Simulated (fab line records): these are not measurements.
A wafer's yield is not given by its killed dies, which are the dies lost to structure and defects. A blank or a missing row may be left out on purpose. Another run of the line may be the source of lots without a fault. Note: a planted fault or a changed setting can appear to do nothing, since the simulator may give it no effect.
Which tool is to blame? ; flow nand harc ; 23 lots with 69 wafers sampled at 6 steps, on a route of 1302 steps

== WHAT EACH GAUGE READ, for each wafer ==
No reading from a measuring or inspecting step in the record can be judged against a usual standard deviation.

== TOOL THAT RAN EACH LOT (tool first, then ch and the chambers of the sampled wafers, then the start) ==
lot;NHARC_A_STAIRCASE_ETCH_17;NHARC_A_STAIRCASE_TRIM_187;NHARC_A_STAIRCASE_TRIM_189;NHARC_A_STAIRCASE_ETCH_197;NHARC_A_STAIRCASE_ETCH_201;NHARC_A_STAIRCASE_DESCUM_312
L075;rie diel-13 ch 0,1, day 16 04:55 or earlier;rie diel-08 ch 0,1,2, day 16 04:55;rie diel-08 ch 0,3, day 17 14:59 or earlier;rie diel-08 ch 0,1, day 17 14:59 or earlier;rie diel-08 ch 2,3, day 17 14:59 or earlier;rie diel-13 ch 0,1, day 17 14:59
L074;rie diel-11 ch 0,2,3, day 16 06:02 or earlier;rie diel-11 ch 0,1,2, day 16 06:02;rie diel-11 ch 1,3, day 17 16:50 or earlier;rie diel-08 ch 1,2,3, day 17 16:50 or earlier;rie diel-08 ch 1,2,3, day 17 16:50 or earlier;rie diel-11 ch 2,3, day 17 16:50
L076;rie diel-11 ch 0,1,2, day 16 13:07 or earlier;rie diel-11 ch 0,1,2, day 16 13:07;rie diel-11 ch 0,1,2, day 17 17:49 or earlier;rie diel-13 ch 0,1,3, day 17 17:49 or earlier;rie diel-13 ch 0,2,3, day 17 17:49 or earlier;rie diel-08 ch 0,1,2, day 17 17:49
L077;rie diel-13 ch 0,2, day 17 01:42 or earlier;rie diel-13 ch 1,2,3, day 17 01:42;rie diel-13 ch 0,2, day 18 05:30 or earlier;rie diel-11 ch 0,2,3, day 18 05:30 or earlier;rie diel-11 ch 0,1,3, day 18 05:30 or earlier;rie diel-13 ch 2,3, day 18 05:30
L078;rie diel-08 ch 0,2,3, day 17 23:37 or earlier;rie diel-08 ch 0,3, day 17 23:37;rie diel-08 ch 0,1, day 19 00:55 or earlier;rie diel-13 ch 0,1,3, day 19 00:55 or earlier;rie diel-13 ch 0,2,3, day 19 00:55 or earlier;rie diel-08 ch 0,1,2, day 19 00:55
L079;rie diel-11 ch 1,2,3, day 18 05:32 or earlier;rie diel-08 ch 0,1, day 18 05:32;rie diel-08 ch 1,3, day 19 07:50 or earlier;rie diel-08 ch 0,1, day 19 07:50 or earlier;rie diel-08 ch 0,3, day 19 07:50 or earlier;rie diel-13 ch 1,2, day 19 07:50
L082;rie diel-11 ch 0,3, day 18 21:11 or earlier;rie diel-11 ch 0,2,3, day 18 21:11;rie diel-11 ch 0,3, day 19 23:46 or earlier;rie diel-08 ch 0,1,3, day 19 23:46 or earlier;rie diel-08 ch 1,2, day 19 23:46 or earlier;rie diel-08 ch 1,2, day 19 23:46
L080;rie diel-08 ch 2,3, day 18 22:16 or earlier;rie diel-13 ch 1,2,3, day 18 22:16;rie diel-13 ch 0,2,3, day 20 00:36 or earlier;rie diel-08 ch 0,1, day 20 00:36 or earlier;rie diel-08 ch 0,1,3, day 20 00:36 or earlier;rie diel-11 ch 0,2,3, day 20 00:36
L081;rie diel-13 ch 1,2,3, day 19 17:43 or earlier;rie diel-13 ch 0,1,3, day 19 17:43;rie diel-13 ch 0,2,3, day 20 21:26 or earlier;rie diel-11 ch 0,1,2, day 20 21:26 or earlier;rie diel-11 ch 0,2,3, day 20 21:26 or earlier;rie diel-11 ch 0,1,2, day 20 21:26
L083;rie diel-13 ch 2,3, day 20 02:56 or earlier;rie diel-13 ch 2,3, day 20 02:56;rie diel-13 ch 0,1,3, day 21 04:13 or earlier;rie diel-13 ch 2,3, day 21 04:13 or earlier;rie diel-13 ch 2,3, day 21 04:13 or earlier;rie diel-13 ch 0,1,2, day 21 04:13
L085;rie diel-08 ch 1,2, day 20 09:09 or earlier;rie diel-11 ch 0,2, day 20 09:09;rie diel-11 ch 0,3, day 21 10:24 or earlier;rie diel-11 ch 0,1,2, day 21 10:24 or earlier;rie diel-11 ch 1,3, day 21 10:24 or earlier;rie diel-13 ch 0,1,2, day 21 10:24
L086;rie diel-08 ch 0,3, day 21 09:05 or earlier;rie diel-13 ch 0,2,3, day 21 09:05;rie diel-13 ch 0,2,3, day 22 10:52 or earlier;rie diel-11 ch 0,2,3, day 22 10:52 or earlier;rie diel-11 ch 0,1, day 22 10:52 or earlier;rie diel-13 ch 0,1,3, day 22 10:52
L087;rie diel-08 ch 1,2,3, day 22 00:25 or earlier;rie diel-13 ch 1,2,3, day 22 00:25;rie diel-13 ch 1,2,3, day 23 00:29 or earlier;rie diel-13 ch 1,2,3, day 23 00:29 or earlier;rie diel-13 ch 0,1,2, day 23 00:29 or earlier;rie diel-08 ch 0,2,3, day 23 00:29
L088;rie diel-08 ch 0,3, day 22 01:13 or earlier;rie diel-11 ch 0,1,3, day 22 01:13;rie diel-11 ch 1,2,3, day 23 02:22 or earlier;rie diel-11 ch 0,1, day 23 02:22 or earlier;rie diel-11 ch 0,1,2, day 23 02:22 or earlier;rie diel-13 ch 0,2, day 23 02:22
L091;rie diel-11 ch 2,3, day 22 10:25 or earlier;rie diel-08 ch 0,2,3, day 22 10:25;rie diel-08 ch 1,2,3, day 23 09:41 or earlier;rie diel-13 ch 0,2,3, day 23 09:41 or earlier;rie diel-13 ch 0,1,2, day 23 09:41 or earlier;rie diel-08 ch 1,2,3, day 23 09:41
L089;rie diel-11 ch 0,1,2, day 22 10:41 or earlier;rie diel-11 ch 1,2, day 22 10:41;rie diel-11 ch 0,1,3, day 23 09:59 or earlier;rie diel-11 ch 0,1,3, day 23 09:59 or earlier;rie diel-11 ch 0,3, day 23 09:59 or earlier;rie diel-11 ch 0,1,3, day 23 09:59
L090;rie diel-08 ch 1,2,3, day 22 16:23 or earlier;rie diel-08 ch 1,2,3, day 22 16:23;rie diel-08 ch 0,1,3, day 23 17:34 or earlier;rie diel-11 ch 0,2,3, day 23 17:34 or earlier;rie diel-11 ch 0,1,2, day 23 17:34 or earlier;rie diel-13 ch 0,1,2, day 23 17:34
L092;rie diel-13 ch 0,1,3, day 23 04:08 or earlier;rie diel-13 ch 1,3, day 23 04:08;rie diel-13 ch 0,1,2, day 24 03:25 or earlier;rie diel-13 ch 0,3, day 24 03:25 or earlier;rie diel-13 ch 0,3, day 24 03:25 or earlier;rie diel-08 ch 1,2, day 24 03:25
L095;rie diel-13 ch 0,2,3, day 24 05:30 or earlier;rie diel-13 ch 0,2,3, day 24 05:30;rie diel-13 ch 0,2,3, day 25 06:55 or earlier;rie diel-13 ch 0,2,3, day 25 06:55 or earlier;rie diel-13 ch 1,2,3, day 25 06:55 or earlier;rie diel-13 ch 0,1,2, day 25 06:55
L094;rie diel-11 ch 0,2,3, day 24 06:16 or earlier;rie diel-08 ch 1,2,3, day 24 06:16;rie diel-08 ch 1,2,3, day 25 08:47 or earlier;rie diel-08 ch 2,3, day 25 08:47 or earlier;rie diel-08 ch 0,2, day 25 08:47 or earlier;rie diel-13 ch 1,2,3, day 25 08:47
L093;rie diel-13 ch 0,1, day 24 11:47 or earlier;rie diel-11 ch 0,1,3, day 24 11:47;rie diel-11 ch 0,3, day 25 12:53 or earlier;rie diel-13 ch 0,2,3, day 25 12:53 or earlier;rie diel-13 ch 0,1,3, day 25 12:53 or earlier;rie diel-08 ch 0,2, day 25 12:53
L096;rie diel-08 ch 0,1,3, day 24 23:03 or earlier;rie diel-13 ch 0,1, day 24 23:03;rie diel-13 ch 0,2, day 26 09:38 or earlier;rie diel-11 ch 1,2,3, day 26 09:38 or earlier;rie diel-11 ch 0,1, day 26 09:38 or earlier;rie diel-08 ch 1,2,3, day 26 09:38
L097;rie diel-13 ch 0,1, day 25 12:23 or earlier;rie diel-11 ch 0,2,3, day 25 12:23;rie diel-11 ch 1,2,3, day 26 15:59 or earlier;rie diel-13 ch 0,1,2, day 26 15:59 or earlier;rie diel-13 ch 0,1,2, day 26 15:59 or earlier;rie diel-13 ch 0,1, day 26 15:59
- NHARC_A_STAIRCASE_ETCH_17: etches the open film in C4F8/O2, target depth 100 nm, time 40.5 s.
- NHARC_A_STAIRCASE_TRIM_187: chemistry O2, time 211.2 s.
- NHARC_A_STAIRCASE_TRIM_189: chemistry O2, time 211.2 s.
- NHARC_A_STAIRCASE_ETCH_197: etches the open film in C4F8/O2, target depth 100 nm, time 40.5 s.
- NHARC_A_STAIRCASE_ETCH_201: etches the open film in C4F8/O2, target depth 100 nm, time 40.5 s.
- NHARC_A_STAIRCASE_DESCUM_312: chemistry O2, time 3 s.

== WHAT THE TOOLS THEMSELVES READ (means of the sampled wafers that have a number; where no wafer has one, the mark that the record gives instead) ==
NHARC_A_STAIRCASE_ETCH_17. Usual: oes product au 0.941 a.u., standard deviation 0.0098; rf fwd power W 592.8 W, standard deviation 2.8; rf vpp V 896 V, standard deviation 6.
lot;tool;oes product au (a.u.);rf fwd power W (W);rf vpp V (V);flag
L075;rie diel-13;0.944;592.0;891;
L074;rie diel-11;0.937;592.0;894;
L076;rie diel-11;0.933;591.2;892;
L077;rie diel-13;0.959;596.1;903;
L078;rie diel-08;0.933;590.7;903;
L079;rie diel-11;0.943;593.4;895;
L082;rie diel-11;0.948;589.8;891;
L080;rie diel-08;0.936;595.1;902;
L081;rie diel-13;0.946;591.4;897;
L083;rie diel-13;0.939;592.9;901;
L085;rie diel-08;0.936;591.9;895;
L086;rie diel-08;0.952;595.0;904;
L087;rie diel-08;0.939;595.7;897;
L088;rie diel-08;0.930;595.2;905;
L091;rie diel-11;0.933;591.3;896;
L089;rie diel-11;0.943;591.6;892;
L090;rie diel-08;0.930;591.7;897;
L092;rie diel-13;0.939;593.4;893;
L095;rie diel-13;0.938;594.4;899;
L094;rie diel-11;0.935;591.3;892;
L093;rie diel-13;0.951;590.4;890;
L096;rie diel-08;0.950;592.5;900;
L097;rie diel-13;0.937;593.7;891;

NHARC_A_STAIRCASE_TRIM_187. Usual: drypump motor current A 6.0 A, standard deviation 0.52; oes product au 1.000 a.u., standard deviation 0.0088; rf vpp V 57.8 V, standard deviation 0.92; showerhead plenum p Torr 3.53 Torr, standard deviation 0.16; throttle valve pct 17.037 %, standard deviation 0.0097.
lot;tool;drypump motor current A (A);oes product au (a.u.);rf vpp V (V);showerhead plenum p Torr (Torr);throttle valve pct (%);flag
L075;rie diel-08;5.6;1.011;57.3;3.43;17.044;
L074;rie diel-11;6.3;0.995;57.2;3.42;17.047;
L076;rie diel-11;6.3;0.993;57.2;3.42;17.043;
L077;rie diel-13;6.2;1.003;58.5;3.57;17.033;
L078;rie diel-08;5.8;1.000;57.9;3.78;17.040;
L079;rie diel-08;5.4;1.008;58.8;3.68;17.042;
L082;rie diel-11;6.3;1.007;57.5;3.45;17.048;
L080;rie diel-13;6.2;1.002;58.5;3.56;17.040;
L081;rie diel-13;5.8;1.004;58.3;3.46;17.036;
L083;rie diel-13;5.9;1.015;58.6;3.64;17.033;
L085;rie diel-11;6.3;1.000;57.5;3.36;17.032;
L086;rie diel-13;5.6;1.000;58.3;3.61;17.027;
L087;rie diel-13;6.2;0.999;58.2;3.55;17.032;
L088;rie diel-11;6.2;0.995;57.3;3.43;17.037;
L091;rie diel-08;5.6;0.995;57.9;3.69;17.026;
L089;rie diel-11;6.5;0.988;57.4;3.45;17.037;
L090;rie diel-08;6.1;0.998;57.8;3.57;17.039;
L092;rie diel-13;6.4;0.996;57.2;3.38;17.026;
L095;rie diel-13;5.7;0.997;58.3;3.60;17.035;
L094;rie diel-08;6.1;1.004;58.3;3.56;17.046;
L093;rie diel-11;6.2;1.010;56.7;3.42;17.033;
L096;rie diel-13;6.1;1.005;56.9;3.36;17.036;
L097;rie diel-11;6.3;0.994;57.7;3.42;17.042;

NHARC_A_STAIRCASE_TRIM_189. Usual: drypump motor current A 6.0 A, standard deviation 0.54; oes product au 0.998 a.u., standard deviation 0.0088; rf vpp V 57.7 V, standard deviation 0.88; showerhead plenum p Torr 3.53 Torr, standard deviation 0.16; throttle valve pct 17.036 %, standard deviation 0.0085.
lot;tool;drypump motor current A (A);oes product au (a.u.);rf vpp V (V);showerhead plenum p Torr (Torr);throttle valve pct (%);flag
L075;rie diel-08;5.3;1.002;57.3;3.44;17.028;
L074;rie diel-11;6.1;0.994;57.6;3.54;17.040;
L076;rie diel-11;6.3;0.994;57.3;3.42;17.044;
L077;rie diel-13;5.7;1.003;57.4;3.71;17.030;
L078;rie diel-08;6.0;1.009;57.6;3.57;17.039;
L079;rie diel-08;6.4;1.001;57.3;3.55;17.033;
L082;rie diel-11;6.1;1.004;57.4;3.48;17.036;
L080;rie diel-13;5.7;1.001;57.7;3.62;17.045;
L081;rie diel-13;5.6;1.003;57.3;3.62;17.035;
L083;rie diel-13;5.8;1.004;57.6;3.46;17.040;
L085;rie diel-11;6.2;1.002;57.7;3.39;17.040;
L086;rie diel-13;5.6;0.998;57.6;3.61;17.027;
L087;rie diel-13;6.1;0.993;57.8;3.55;17.022;
L088;rie diel-11;6.3;0.993;57.9;3.48;17.041;
L091;rie diel-08;6.1;0.993;58.1;3.57;17.038;
L089;rie diel-11;6.2;1.003;57.5;3.43;17.034;
L090;rie diel-08;5.9;0.985;57.8;3.65;17.039;
L092;rie diel-13;5.9;0.993;57.6;3.52;17.032;
L095;rie diel-13;5.6;0.993;57.8;3.60;17.042;
L094;rie diel-08;6.1;1.003;57.9;3.56;17.033;
L093;rie diel-11;6.1;1.003;57.5;3.46;17.040;
L096;rie diel-13;5.7;1.004;57.8;3.67;17.036;
L097;rie diel-11;6.3;0.990;58.2;3.46;17.037;

NHARC_A_STAIRCASE_ETCH_197. Usual: oes product au 0.953 a.u., standard deviation 0.016; rf fwd power W 593.0 W, standard deviation 2.8; rf vpp V 895 V, standard deviation 5.7.
lot;tool;oes product au (a.u.);rf fwd power W (W);rf vpp V (V);flag
L075;rie diel-08;0.963;596.3;889;
L074;rie diel-08;0.971;592.8;899;
L076;rie diel-13;0.961;593.6;893;
L077;rie diel-11;0.967;591.8;893;
L078;rie diel-13;0.968;592.1;895;
L079;rie diel-08;0.936;592.6;898;
L082;rie diel-08;0.970;594.8;901;
L080;rie diel-08;0.976;594.5;897;
L081;rie diel-11;0.959;592.5;892;
L083;rie diel-13;0.947;594.0;902;
L085;rie diel-11;0.943;594.0;891;
L086;rie diel-11;0.967;591.1;892;
L087;rie diel-13;0.944;590.5;896;
L088;rie diel-11;0.949;591.6;890;
L091;rie diel-13;0.945;594.9;899;
L089;rie diel-11;0.936;591.8;891;
L090;rie diel-11;0.931;593.3;892;
L092;rie diel-13;0.931;592.4;896;
L095;rie diel-13;0.933;593.0;898;
L094;rie diel-08;0.952;594.5;898;
L093;rie diel-13;0.965;594.4;899;
L096;rie diel-11;0.957;592.1;894;
L097;rie diel-13;0.965;591.9;896;

NHARC_A_STAIRCASE_ETCH_201. Usual: oes product au 0.945 a.u., standard deviation 0.0098; rf fwd power W 592 W, standard deviation 3.3; rf vpp V 896 V, standard deviation 5.9.
lot;tool;oes product au (a.u.);rf fwd power W (W);rf vpp V (V);flag
L075;rie diel-08;0.945;595;900;
L074;rie diel-08;0.962;593;899;
L076;rie diel-13;0.940;594;899;
L077;rie diel-11;0.944;588;893;
L078;rie diel-13;0.951;595;900;
L079;rie diel-08;0.938;595;905;
L082;rie diel-08;0.952;590;894;
L080;rie diel-08;0.954;594;900;
L081;rie diel-11;0.949;590;894;
L083;rie diel-13;0.949;593;900;
L085;rie diel-11;0.937;590;896;
L086;rie diel-11;0.949;591;889;
L087;rie diel-13;0.943;594;897;
L088;rie diel-11;0.941;593;891;
L091;rie diel-13;0.943;594;895;
L089;rie diel-11;0.941;590;893;
L090;rie diel-11;0.946;593;892;
L092;rie diel-13;0.936;590;896;
L095;rie diel-13;0.954;592;897;
L094;rie diel-08;0.948;594;902;
L093;rie diel-13;0.935;592;892;
L096;rie diel-11;0.945;591;890;
L097;rie diel-13;0.949;594;896;

NHARC_A_STAIRCASE_DESCUM_312. Usual: drypump motor current A 5.9 A, standard deviation 0.57; oes product au 1.000 a.u., standard deviation 0.0097; rf vpp V 57.8 V, standard deviation 0.91; showerhead plenum p Torr 1.92 Torr, standard deviation 0.095; throttle valve pct 11.312 %, standard deviation 0.0095.
lot;tool;drypump motor current A (A);oes product au (a.u.);rf vpp V (V);showerhead plenum p Torr (Torr);throttle valve pct (%);flag
L075;rie diel-13;5.6;0.996;57.3;1.87;11.310;
L074;rie diel-11;6.4;1.017;57.7;1.90;11.320;
L076;rie diel-08;5.6;1.005;58.0;1.96;11.322;
L077;rie diel-13;5.9;1.001;57.8;1.98;11.311;
L078;rie diel-08;5.6;1.003;58.2;1.95;11.308;
L079;rie diel-13;6.2;1.010;57.8;1.98;11.300;
L082;rie diel-08;5.8;0.999;58.7;1.91;11.315;
L080;rie diel-11;6.3;1.009;57.9;1.86;11.310;
L081;rie diel-11;6.3;0.995;57.2;1.84;11.300;
L083;rie diel-13;5.9;0.999;58.1;1.91;11.310;
L085;rie diel-13;5.9;1.004;57.2;1.91;11.314;
L086;rie diel-13;5.8;0.993;57.3;1.87;11.314;
L087;rie diel-08;5.6;0.995;59.0;2.01;11.307;
L088;rie diel-13;5.7;0.997;58.1;2.00;11.312;
L091;rie diel-08;6.1;0.995;58.2;1.94;11.308;
L089;rie diel-11;6.2;1.000;57.9;1.85;11.319;
L090;rie diel-13;5.9;0.997;58.3;1.91;11.311;
L092;rie diel-08;5.8;1.012;57.6;1.90;11.307;
L095;rie diel-13;5.9;0.997;57.3;1.90;11.315;
L094;rie diel-13;6.2;0.998;58.4;1.92;11.318;
L093;rie diel-08;5.0;1.009;58.3;2.00;11.307;
L096;rie diel-08;6.1;1.012;58.8;1.93;11.317;
L097;rie diel-13;6.1;1.001;57.4;1.81;11.317;

== THE ANSWER, worked out from the rows above alone ==
Rule: a lot counts as off when the mean over its wafers that have a number is more than 3 standard deviations away from the usual mean. Also off: a lot with no number at a reading for which 4 or more lots have one. The other lots that the step has rows for count as sound. First the gauges in route order, then the tools' own readings, where a lot's mean is used as printed above. At the first step where some lot is off, the reading lying furthest off is the one used; lots without a number count as furthest.
Across all readings shown, no lot is off: no conclusion can be drawn from this.

== WHAT THE SIMULATOR HAD INSERTED ==
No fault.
